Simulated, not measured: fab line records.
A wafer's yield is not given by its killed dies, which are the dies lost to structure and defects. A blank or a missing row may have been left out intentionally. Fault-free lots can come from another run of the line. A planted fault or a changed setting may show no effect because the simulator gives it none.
Chamber matching ; flow n5Finfet ; N5_BEOL_M13_ETCH_67 on rieDiel-01: 4 sister chambers
The step etches SiARC in CF4, target depth 143 nm, time 238.3 s. 8 wafers are shown with their chamber, then 10 later ones without.

== EACH WAFER AND ITS CHAMBER ==
wafer;chamber;showerheadPlenumPTorr (Torr);throttleValvePct (%)
L078.6;2;2.08;15.42
L082.6;1;2.27;15.29
L083.3;2;2.07;15.44
L088.4;1;2.27;15.28
L088.5;0;2.12;15.78
L088.6;3;2.06;15.64
L087.1;0;2.12;15.78
L087.5;3;2.06;15.66

== WAFERS WITH NO CHAMBER GIVEN ==
wafer;showerheadPlenumPTorr (Torr);throttleValvePct (%)
L087.6;2.07;15.45
L089.1;2.07;15.46
L089.3;2.06;15.66
L089.5;2.12;15.80
L092.1;2.07;15.47
L092.2;2.27;15.32
L092.3;2.12;15.80
L093.2;2.05;15.67
L093.4;2.07;15.47
L093.5;2.05;15.65

== WHICH CHAMBER EACH ONE RAN IN ==
wafer;from the rows above;in truth
L087.6;2;2
L089.1;2;2
L089.3;3;3
L089.5;0;0
L092.1;2;2
L092.2;1;1
L092.3;0;0
L093.2;3;3
L093.4;2;2
L093.5;3;3
10 of 10 placed correctly. From these rows, 0 cannot be placed. 0 placed wrongly.
How it was worked out, from the rows above alone: a wafer's distance from a chamber is the root of the sum, over the readings, of the square of ((its reading less the chamber's mean) divided by the reading's scatter). If the next closest chamber is less than 2 further off than the closest, the wafer can't be placed; otherwise it belongs to the closest. For every chamber, the mean is computed from those of its wafers that are shown. The scatter: the root of (the sum of the squares of (reading less its chamber's mean) over the shown wafers, divided by (wafers less chambers)).
